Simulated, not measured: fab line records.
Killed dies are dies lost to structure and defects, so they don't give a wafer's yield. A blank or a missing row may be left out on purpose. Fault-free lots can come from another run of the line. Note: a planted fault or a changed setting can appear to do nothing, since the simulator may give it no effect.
Chamber matching | flow nand-harc | NHARC_P_M1_DEP_33 on pecvd-02 has 3 sister chambers
The step deposits SiCN, target thk 30 nm. 6 wafers are shown with their chamber, then 12 later ones without.

WAFERS PAIRED WITH THEIR CHAMBERS
wafer  | chamber | heater-power-w (W)
L084.1 | 0       | 538
L084.3 | 2       | 478
L084.4 | 0       | 541
L086.2 | 1       | 541
L086.4 | 1       | 537
L086.5 | 2       | 457

WAFERS MISSING THEIR CHAMBER
wafer  | heater-power-w (W)
L086.1 | 456
L086.3 | 524
L086.6 | 525
L090.3 | 553
L090.5 | 608
L090.6 | 562
L093.3 | 432
L093.4 | 419
L093.6 | 654
L096.2 | 456
L096.3 | 529
L096.6 | 514

WHICH CHAMBER EACH ONE RAN IN
wafer  | from the rows above     | in truth
L086.1 | 2                       | 2
L086.3 | can't be placed: 1 or 0 | 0
L086.6 | can't be placed: 1 or 0 | 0
L090.3 | can't be placed: 0 or 1 | 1
L090.5 | can't be placed: 0 or 1 | 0
L090.6 | can't be placed: 0 or 1 | 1
L093.3 | 2                       | 2
L093.4 | 2                       | 2
L093.6 | can't be placed: 0 or 1 | 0
L096.2 | 2                       | 2
L096.3 | can't be placed: 1 or 0 | 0
L096.6 | can't be placed: 1 or 0 | 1
Correctly placed: 4 of 12. Unplaceable from these rows: 8, with the true chamber sitting among the candidates in 8. 0 placed wrongly.
How it was worked out, from the rows above alone: a wafer's distance from a chamber is the root of the sum, over the readings, of the square of ((its reading less the chamber's mean) divided by the reading's scatter). The wafer belongs to the nearest chamber; if the next one is less than 2 further off, it can't be placed. A chamber's mean is the mean of its shown wafers. How the scatter is found: for the shown wafers, subtract from each reading the mean of its chamber, square and add these, divide the total by (wafers less chambers), then take the root.
